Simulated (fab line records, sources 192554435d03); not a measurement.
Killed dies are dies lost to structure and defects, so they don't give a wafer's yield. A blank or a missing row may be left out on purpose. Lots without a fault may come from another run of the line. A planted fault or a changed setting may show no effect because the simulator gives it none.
Which tool did it? | flow n5_finfet | 24 lots, 72 wafers sampled, at 6 steps of a route of 1938

WHAT THE GAUGES READ, wafer by wafer
N5_BEOL_M7_OVL_MEAS_12.
lot  | measured     | on         | M7_OVL (nm)
L074 | day 8 19:25  | overlay-01 | 1.2 0.3 1.1
L075 | day 9 05:10  | overlay-02 | -1.0 -1.0 0.0
L076 | day 9 13:05  | overlay-02 | 0.4 -0.3 0.3
L077 | day 10 00:20 | overlay-02 | 0.7 0.8 0.1
L079 | day 10 11:58 | overlay-01 | -0.3 0.2 -0.1
L080 | day 10 17:18 | overlay-01 | -0.5 -0.4 0.3
L078 | day 10 17:33 | overlay-02 | 0.0 -0.3 0.1
L081 | day 10 21:27 | overlay-02 | -0.5 0.0 -0.2
L082 | day 11 00:59 | overlay-01 | -0.3 -0.1 -0.2
L085 | day 11 17:01 | overlay-01 | 0.4 -0.7 0.0
L084 | day 11 22:02 | overlay-02 | 0.5 0.2 -0.8
L083 | day 11 23:10 | overlay-02 | 0.6 0.2 0.3
L087 | day 12 05:31 | overlay-02 | -0.2 1.2 0.3
L086 | day 12 08:22 | overlay-01 | 1.3 -0.2 -0.1
L088 | day 12 21:29 | overlay-01 | -0.6 -0.8 0.6
L090 | day 12 21:37 | overlay-01 | -0.5 -0.2 0.8
L091 | day 13 06:22 | overlay-02 | 0.2 0.9 -0.5
L089 | day 13 15:47 | overlay-02 | 0.3 0.4 1.5
L092 | day 13 19:08 | overlay-01 | 0.9 -0.6 -1.4
L093 | day 14 00:58 | overlay-01 | 0.3 0.4 -0.4
L094 | day 14 04:06 | overlay-01 | 0.8 0.5 1.1
L095 | day 14 15:19 | overlay-01 | 0.0 -0.4 -1.0
L096 | day 14 20:37 | overlay-01 | -0.6 -0.7 -0.9
L097 | day 15 05:16 | overlay-01 | 0.9 -0.7 -1.2

N5_BEOL_M7_THK_MEAS_53: measures by xrf.
lot  | measured     | on            | M7_THK (nm)
L074 | day 9 00:44  | film_metro-01 | 77.3 79.0 81.1
L075 | day 9 10:19  | film_metro-02 | 80.5 81.4 80.0
L076 | day 9 20:58  | film_metro-01 | 79.1 80.3 78.8
L077 | day 10 06:58 | film_metro-02 | 78.7 76.9 76.5
L079 | day 10 19:21 | film_metro-02 | 79.7 79.3 77.7
L080 | day 10 22:37 | film_metro-02 | 78.4 78.8 77.6
L078 | day 10 22:53 | film_metro-01 | 79.3 78.6 79.9
L081 | day 11 02:59 | film_metro-02 | 80.4 78.7 80.4
L082 | day 11 08:20 | film_metro-02 | 78.8 78.5 78.3
L085 | day 11 22:08 | film_metro-01 | 78.8 79.8 76.5
L084 | day 12 05:08 | film_metro-02 | 81.3 78.2 80.0
L083 | day 12 04:40 | film_metro-01 | 82.1 77.4 79.4
L087 | day 12 10:23 | film_metro-01 | 78.8 79.4 77.4
L086 | day 12 12:49 | film_metro-01 | 78.1 80.1 78.3
L088 | day 13 05:51 | film_metro-02 | 79.8 79.0 80.9
L090 | day 13 04:24 | film_metro-02 | 77.3 79.6 79.8
L091 | day 13 11:43 | film_metro-01 | 75.8 80.5 77.8
L089 | day 13 22:05 | film_metro-02 | 79.2 77.6 77.4
L092 | day 14 00:23 | film_metro-01 | 79.8 80.4 80.4
L093 | day 14 04:46 | film_metro-02 | 79.9 78.7 77.7
L094 | day 14 12:11 | film_metro-01 | 79.7 80.1 79.3
L095 | day 14 21:37 | film_metro-01 | 80.4 83.4 81.0
L096 | day 15 02:32 | film_metro-02 | 78.3 78.7 78.0
L097 | day 15 10:06 | film_metro-02 | 81.0 82.0 80.0

WHICH TOOL RAN EACH LOT (tool, then ch and the chambers of the sampled wafers, then the start)
lot  | N5_BEOL_M7_DESCUM_33               | N5_BEOL_M7_ETCH_66                 | N5_BEOL_M7_CURE_75            | N5_BEOL_M7_ALD_77
L074 | rie_diel-06 ch 1,3, day 8 21:29    | rie_diel-06 ch 1,3, day 8 21:34    | uv_cure-03 ch 2, day 8 22:10  | ald_metal-04 ch 0,1, day 8 22:59
L075 | rie_diel-03 ch 0,2,3, day 9 07:33  | rie_diel-03 ch 0,2,3, day 9 07:38  | uv_cure-01 ch 0, day 9 08:11  | ald_metal-02 ch 0,1,2, day 9 08:41
L076 | rie_diel-06 ch 1,2, day 9 18:20    | rie_diel-06 ch 1,2, day 9 18:25    | uv_cure-03 ch 0, day 9 19:03  | ald_metal-03 ch 0,2,3, day 9 19:23
L077 | rie_diel-06 ch 0,1,3, day 10 04:23 | rie_diel-06 ch 0,1,3, day 10 04:28 | uv_cure-03 ch 1, day 10 05:10 | ald_metal-04 ch 1,2,3, day 10 05:32
L079 | rie_diel-04 ch 0,3, day 10 16:50   | rie_diel-04 ch 0,3, day 10 16:55   | uv_cure-03 ch 1, day 10 17:30 | ald_metal-02 ch 0,1,2, day 10 17:53
L080 | rie_diel-04 ch 0,1,2, day 10 19:13 | rie_diel-04 ch 0,1,2, day 10 19:17 | uv_cure-01 ch 2, day 10 19:50 | ald_metal-02 ch 1,2,3, day 10 21:08
L078 | rie_diel-04 ch 1,2,3, day 10 19:36 | rie_diel-04 ch 1,2,3, day 10 19:41 | uv_cure-02 ch 1, day 10 20:23 | ald_metal-03 ch 0,1,2, day 10 21:11
L081 | rie_diel-03 ch 0,3, day 10 23:43   | rie_diel-03 ch 0,3, day 10 23:48   | uv_cure-03 ch 2, day 11 00:32 | ald_metal-04 ch 0,3, day 11 01:08
L082 | rie_diel-04 ch 1,2,3, day 11 03:55 | rie_diel-04 ch 1,2,3, day 11 03:59 | uv_cure-02 ch 2, day 11 04:32 | ald_metal-03 ch 0,1,2, day 11 05:07
L085 | rie_diel-04 ch 1,2,3, day 11 18:10 | rie_diel-04 ch 1,2,3, day 11 18:14 | uv_cure-01 ch 2, day 11 18:55 | ald_metal-03 ch 0,1,2, day 11 19:20
L084 | rie_diel-06 ch 2,3, day 12 01:34   | rie_diel-06 ch 2,3, day 12 01:38   | uv_cure-03 ch 2, day 12 02:11 | ald_metal-04 ch 0,2,3, day 12 03:48
L083 | rie_diel-03 ch 0,1,2, day 12 01:05 | rie_diel-03 ch 0,1,2, day 12 01:10 | uv_cure-01 ch 1, day 12 01:56 | ald_metal-03 ch 1,2, day 12 03:09
L087 | rie_diel-06 ch 1,2,3, day 12 07:10 | rie_diel-06 ch 1,2,3, day 12 07:15 | uv_cure-03 ch 2, day 12 07:55 | ald_metal-03 ch 0,1,2, day 12 08:47
L086 | rie_diel-04 ch 1,2,3, day 12 09:26 | rie_diel-04 ch 1,2,3, day 12 09:31 | uv_cure-02 ch 0, day 12 10:10 | ald_metal-02 ch 0,2,3, day 12 11:01
L088 | rie_diel-06 ch 0,3, day 13 01:20   | rie_diel-06 ch 0,3, day 13 01:25   | uv_cure-01 ch 2, day 13 02:01 | ald_metal-02 ch 0,1,3, day 13 02:43
L090 | rie_diel-04 ch 1,2, day 13 00:59   | rie_diel-04 ch 1,2, day 13 01:04   | uv_cure-02 ch 2, day 13 01:38 | ald_metal-02 ch 0,2,3, day 13 02:10
L091 | rie_diel-03 ch 0,1, day 13 08:38   | rie_diel-03 ch 0,1, day 13 08:43   | uv_cure-01 ch 0, day 13 09:16 | ald_metal-02 ch 1,2, day 13 09:46
L089 | rie_diel-06 ch 2,3, day 13 18:03   | rie_diel-06 ch 2,3, day 13 18:08   | uv_cure-01 ch 0, day 13 18:43 | ald_metal-03 ch 1,3, day 13 19:08
L092 | rie_diel-06 ch 0,2,3, day 13 21:38 | rie_diel-06 ch 0,2,3, day 13 21:43 | uv_cure-01 ch 0, day 13 22:21 | ald_metal-04 ch 0,1,2, day 13 23:03
L093 | rie_diel-06 ch 0,2,3, day 14 02:04 | rie_diel-06 ch 0,2,3, day 14 02:08 | uv_cure-01 ch 0, day 14 03:01 | ald_metal-02 ch 0,1,2, day 14 03:27
L094 | rie_diel-04 ch 0,3, day 14 07:37   | rie_diel-04 ch 0,3, day 14 07:44   | uv_cure-03 ch 0, day 14 08:47 | ald_metal-04 ch 1,2, day 14 09:32
L095 | rie_diel-06 ch 0,3, day 14 16:25   | rie_diel-06 ch 0,3, day 14 16:29   | uv_cure-03 ch 0, day 14 17:05 | ald_metal-03 ch 1,2, day 14 17:46
L096 | rie_diel-04 ch 0,2,3, day 14 23:32 | rie_diel-04 ch 0,2,3, day 14 23:37 | uv_cure-02 ch 2, day 15 00:16 | ald_metal-02 ch 1,2,3, day 15 00:57
L097 | rie_diel-06 ch 0,1,3, day 15 06:25 | rie_diel-06 ch 0,1,3, day 15 06:30 | uv_cure-01 ch 2, day 15 07:02 | ald_metal-02 ch 0,1,3, day 15 08:31
- N5_BEOL_M7_DESCUM_33: chemistry O2, time 7 s.
- N5_BEOL_M7_ETCH_66: etches SOC in N2/H2, target depth 80 nm, overetch 16 nm, time 120 s.
- N5_BEOL_M7_CURE_75: cures SiCOH lowk, time 120 s.
- N5_BEOL_M7_ALD_77: deposits TaN, target thk 2 nm, pulse time 2 s, purge time 3 s.

WHAT THE TOOLS THEMSELVES READ (means of the sampled wafers that have a number; where no wafer has one, the mark that the record gives instead)
N5_BEOL_M7_DESCUM_33.
lot  | tool        | drypump_motor_current_A (A) | oes_product_au (a.u.) | rf_vpp_V (V) | showerhead_plenum_p_Torr (Torr) | throttle_valve_pct (%)
L074 | rie_diel-06 | 5.8                         | 0.84                  | 244.2        | 2.12                            | 20.30
L075 | rie_diel-03 | 6.1                         | 0.86                  | 243.7        | 2.09                            | 20.14
L076 | rie_diel-06 | 5.7                         | 0.73                  | 243.2        | 2.08                            | 20.85
L077 | rie_diel-06 | 5.8                         | 0.76                  | 243.1        | 2.12                            | 20.49
L079 | rie_diel-04 | 5.7                         | 0.82                  | 243.3        | 2.08                            | 20.44
L080 | rie_diel-04 | 5.8                         | 0.80                  | 243.0        | 2.07                            | 20.49
L078 | rie_diel-04 | 5.5                         | 0.75                  | 242.9        | 2.09                            | 20.44
L081 | rie_diel-03 | 5.9                         | 0.83                  | 242.7        | 2.08                            | 20.05
L082 | rie_diel-04 | 5.6                         | 0.73                  | 243.2        | 2.09                            | 20.44
L085 | rie_diel-04 | 5.6                         | 0.74                  | 242.7        | 2.09                            | 20.46
L084 | rie_diel-06 | 5.6                         | 0.84                  | 244.1        | 2.12                            | 20.22
L083 | rie_diel-03 | 6.0                         | 0.82                  | 242.9        | 2.08                            | 20.33
L087 | rie_diel-06 | 5.6                         | 0.78                  | 243.3        | 2.10                            | 20.55
L086 | rie_diel-04 | 5.6                         | 0.74                  | 243.8        | 2.08                            | 20.47
L088 | rie_diel-06 | 5.8                         | 0.87                  | 244.3        | 2.14                            | 20.06
L090 | rie_diel-04 | 5.6                         | 0.73                  | 242.1        | 2.06                            | 20.47
L091 | rie_diel-03 | 5.9                         | 0.75                  | 243.5        | 2.11                            | 20.55
L089 | rie_diel-06 | 5.4                         | 0.81                  | 243.7        | 2.11                            | 20.46
L092 | rie_diel-06 | 5.6                         | 0.85                  | 243.6        | 2.13                            | 20.29
L093 | rie_diel-06 | 5.6                         | 0.85                  | 243.9        | 2.13                            | 20.30
L094 | rie_diel-04 | 6.0                         | 0.83                  | 242.8        | 2.06                            | 20.55
L095 | rie_diel-06 | 5.8                         | 0.86                  | 243.1        | 2.13                            | 20.08
L096 | rie_diel-04 | 5.8                         | 0.79                  | 242.2        | 2.04                            | 20.50
L097 | rie_diel-06 | 5.8                         | 0.89                  | 244.0        | 2.11                            | 20.30

N5_BEOL_M7_ETCH_66.
lot  | tool        | bias_w (W) | drypump_motor_current_A (A) | oes_product_au (a.u.) | rf_vpp_V (V) | showerhead_plenum_p_Torr (Torr) | throttle_valve_pct (%)
L074 | rie_diel-06 | 149.8      | 5.8                         | 0.65                  | 523.7        | 2.57                            | 17.71
L075 | rie_diel-03 | 150.0      | 6.1                         | 0.64                  | 525.0        | 2.53                            | 17.50
L076 | rie_diel-06 | 150.0      | 5.7                         | 0.57                  | 522.1        | 2.53                            | 18.23
L077 | rie_diel-06 | 150.3      | 5.8                         | 0.58                  | 524.8        | 2.57                            | 17.89
L079 | rie_diel-04 | 149.8      | 5.7                         | 0.63                  | 524.9        | 2.53                            | 17.83
L080 | rie_diel-04 | 150.1      | 5.8                         | 0.61                  | 523.5        | 2.52                            | 17.96
L078 | rie_diel-04 | 150.0      | 5.6                         | 0.57                  | 524.2        | 2.54                            | 17.91
L081 | rie_diel-03 | 150.0      | 5.8                         | 0.63                  | 523.6        | 2.52                            | 17.41
L082 | rie_diel-04 | 150.1      | 5.5                         | 0.57                  | 523.5        | 2.54                            | 17.91
L085 | rie_diel-04 | 150.2      | 5.6                         | 0.57                  | 523.9        | 2.53                            | 17.92
L084 | rie_diel-06 | 150.0      | 5.6                         | 0.64                  | 525.2        | 2.58                            | 17.64
L083 | rie_diel-03 | 150.1      | 6.0                         | 0.63                  | 523.9        | 2.52                            | 17.73
L087 | rie_diel-06 | 149.7      | 5.7                         | 0.60                  | 524.7        | 2.55                            | 17.96
L086 | rie_diel-04 | 149.7      | 5.6                         | 0.57                  | 523.1        | 2.53                            | 17.93
L088 | rie_diel-06 | 149.9      | 5.8                         | 0.67                  | 524.9        | 2.59                            | 17.46
L090 | rie_diel-04 | 150.3      | 5.6                         | 0.57                  | 523.2        | 2.50                            | 17.99
L091 | rie_diel-03 | 149.8      | 6.0                         | 0.58                  | 525.0        | 2.58                            | 17.98
L089 | rie_diel-06 | 149.9      | 5.4                         | 0.61                  | 525.4        | 2.57                            | 17.86
L092 | rie_diel-06 | 150.2      | 5.6                         | 0.64                  | 524.3        | 2.58                            | 17.68
L093 | rie_diel-06 | 149.4      | 5.6                         | 0.64                  | 524.4        | 2.58                            | 17.68
L094 | rie_diel-04 | 149.9      | 6.0                         | 0.63                  | 522.5        | 2.51                            | 17.93
L095 | rie_diel-06 | 150.4      | 5.8                         | 0.65                  | 524.8        | 2.59                            | 17.49
L096 | rie_diel-04 | 150.5      | 5.8                         | 0.60                  | 522.1        | 2.48                            | 17.93
L097 | rie_diel-06 | 150.1      | 5.8                         | 0.68                  | 524.7        | 2.56                            | 17.65

N5_BEOL_M7_CURE_75.
lot  | tool       | lamp_power_pct (%) | wafer_temp_C_max
L074 | uv_cure-03 | 52.42              | 372.7
L075 | uv_cure-01 | 52.34              | 371.9
L076 | uv_cure-03 | 52.30              | 371.5
L077 | uv_cure-03 | 52.28              | 371.9
L079 | uv_cure-03 | 52.31              | 372.4
L080 | uv_cure-01 | 52.32              | 371.5
L078 | uv_cure-02 | 52.33              | 371.8
L081 | uv_cure-03 | 52.31              | 372.5
L082 | uv_cure-02 | 52.34              | 371.7
L085 | uv_cure-01 | 52.34              | 371.6
L084 | uv_cure-03 | 52.33              | 372.3
L083 | uv_cure-01 | 52.29              | 371.6
L087 | uv_cure-03 | 52.26              | 372.4
L086 | uv_cure-02 | 52.31              | 372.1
L088 | uv_cure-01 | 52.28              | 371.4
L090 | uv_cure-02 | 52.32              | 371.9
L091 | uv_cure-01 | 52.31              | 372.0
L089 | uv_cure-01 | 52.29              | 371.8
L092 | uv_cure-01 | 52.38              | 371.8
L093 | uv_cure-01 | 52.23              | 371.9
L094 | uv_cure-03 | 52.30              | 371.6
L095 | uv_cure-03 | 52.30              | 371.5
L096 | uv_cure-02 | 52.38              | 371.7
L097 | uv_cure-01 | 52.34              | 371.1

N5_BEOL_M7_ALD_77.
lot  | tool         | heater_power_w (W) | precursor_vessel_carrier_sccm (sccm) | precursor_vessel_temp_c (C)
L074 | ald_metal-04 | 465                | 1000                                 | 75.06
L075 | ald_metal-02 | 436                | 996                                  | 75.00
L076 | ald_metal-03 | 432                | 1003                                 | 74.94
L077 | ald_metal-04 | 415                | 1000                                 | 75.10
L079 | ald_metal-02 | 440                | 1000                                 | 75.07
L080 | ald_metal-02 | 441                | 1000                                 | 74.98
L078 | ald_metal-03 | 434                | 1004                                 | 75.00
L081 | ald_metal-04 | 421                | 999                                  | 74.99
L082 | ald_metal-03 | 437                | 998                                  | 74.96
L085 | ald_metal-03 | 437                | 1002                                 | 75.09
L084 | ald_metal-04 | 413                | 1000                                 | 74.93
L083 | ald_metal-03 | 461                | 998                                  | 74.96
L087 | ald_metal-03 | 438                | 1000                                 | 74.96
L086 | ald_metal-02 | 419                | 1000                                 | 74.97
L088 | ald_metal-02 | 474                | 998                                  | 75.09
L090 | ald_metal-02 | 414                | 999                                  | 75.02
L091 | ald_metal-02 | 400                | 999                                  | 75.02
L089 | ald_metal-03 | 370                | 999                                  | 75.04
L092 | ald_metal-04 | 433                | 1000                                 | 75.02
L093 | ald_metal-02 | 437                | 1000                                 | 75.04
L094 | ald_metal-04 | 430                | 1004                                 | 75.13
L095 | ald_metal-03 | 461                | 1002                                 | 74.93
L096 | ald_metal-02 | 442                | 1001                                 | 74.80
L097 | ald_metal-02 | 474                | 1001                                 | 74.91

THE ANSWER, worked out from the rows above alone
Rule: what is usual is taken from the lots themselves. Put in order of their means at a reading, lots are off if they are a third of the lots or fewer, leave a main group of 4 or more, and stand apart from it by a gap of 3 or more times the standard deviation of the main group's means; of several such gaps the widest counts. A main group whose means are all the same, to the digits that the tables above print for the reading, isn't used. A lot without any number at a reading at which 4 lots or more have one is off too. The other lots that the step has rows for count as sound. The gauges are gone through in route order, then the tools' own readings, and for those a lot's mean is taken as printed above. The first step at which some lot is off is used, and at that step the reading that is off furthest; a lot without a number counts as furthest.
No lot is off at any reading shown: from this, nothing can be told.

WHAT THE SIMULATOR HAD PUT IN
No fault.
